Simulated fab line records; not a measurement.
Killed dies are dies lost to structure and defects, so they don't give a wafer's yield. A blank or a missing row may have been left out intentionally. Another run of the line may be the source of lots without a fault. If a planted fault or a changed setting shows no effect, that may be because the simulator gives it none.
Chamber matching || flow n5Finfet || cmp-01 running N5_DUMMY_GATE_CMP_04: 4 sister chambers
The step polishes a-Si. 4 wafers are shown with their chamber, then 12 later ones without.

## EACH WAFER AND ITS CHAMBER
{"wafer": "L079.1", "chamber": 2, "timeToEndpointS (s)": 11.8}
{"wafer": "L087.4", "chamber": 0, "timeToEndpointS (s)": 18.6}
{"wafer": "L088.3", "chamber": 3, "timeToEndpointS (s)": 10.3}
{"wafer": "L088.5", "chamber": 1, "timeToEndpointS (s)": 11.7}

## WAFERS WITH NO CHAMBER GIVEN
{"wafer": "L089.1", "timeToEndpointS (s)": 13.8}
{"wafer": "L089.5", "timeToEndpointS (s)": 18.7}
{"wafer": "L089.6", "timeToEndpointS (s)": 15.5}
{"wafer": "L090.2", "timeToEndpointS (s)": 12.2}
{"wafer": "L090.5", "timeToEndpointS (s)": 13.6}
{"wafer": "L090.6", "timeToEndpointS (s)": 12.1}
{"wafer": "L092.1", "timeToEndpointS (s)": 13.3}
{"wafer": "L092.3", "timeToEndpointS (s)": 12.6}
{"wafer": "L092.4", "timeToEndpointS (s)": 13.4}
{"wafer": "L093.2", "timeToEndpointS (s)": 15.8}
{"wafer": "L093.4", "timeToEndpointS (s)": 18.0}
{"wafer": "L093.5", "timeToEndpointS (s)": 18.6}

## WHICH CHAMBER EACH ONE RAN IN
{"wafer": "L089.1", "from the rows above": "can't be placed: 2 or 1 or 3 or 0", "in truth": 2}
{"wafer": "L089.5", "from the rows above": 0, "in truth": 0}
{"wafer": "L089.6", "from the rows above": "can't be placed: 0 or 2 or 1 or 3", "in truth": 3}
{"wafer": "L090.2", "from the rows above": "can't be placed: 2 or 1 or 3", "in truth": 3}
{"wafer": "L090.5", "from the rows above": "can't be placed: 2 or 1 or 3 or 0", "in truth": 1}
{"wafer": "L090.6", "from the rows above": "can't be placed: 2 or 1 or 3", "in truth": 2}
{"wafer": "L092.1", "from the rows above": "can't be placed: 2 or 1 or 3", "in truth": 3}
{"wafer": "L092.3", "from the rows above": "can't be placed: 2 or 1 or 3", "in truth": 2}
{"wafer": "L092.4", "from the rows above": "can't be placed: 2 or 1 or 3", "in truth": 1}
{"wafer": "L093.2", "from the rows above": "can't be placed: 0 or 2 or 1 or 3", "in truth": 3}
{"wafer": "L093.4", "from the rows above": 0, "in truth": 0}
{"wafer": "L093.5", "from the rows above": 0, "in truth": 0}
Placed correctly: 3 of 12. Not placeable from these rows: 9 (in 9, the candidates include the true chamber). Wrongly placed: 0.
How it was worked out, from the rows above alone: a wafer's distance from a chamber is the root of the sum, over the readings, of the square of ((its reading less the chamber's mean) divided by the reading's scatter). The wafer belongs to the nearest chamber; if the next one is less than 2 further off, it can't be placed. A chamber's mean is the mean of its shown wafers. The scatter: with one shown wafer a chamber, the root of the mean of the squares of how far each hidden wafer lies from its nearest shown one.
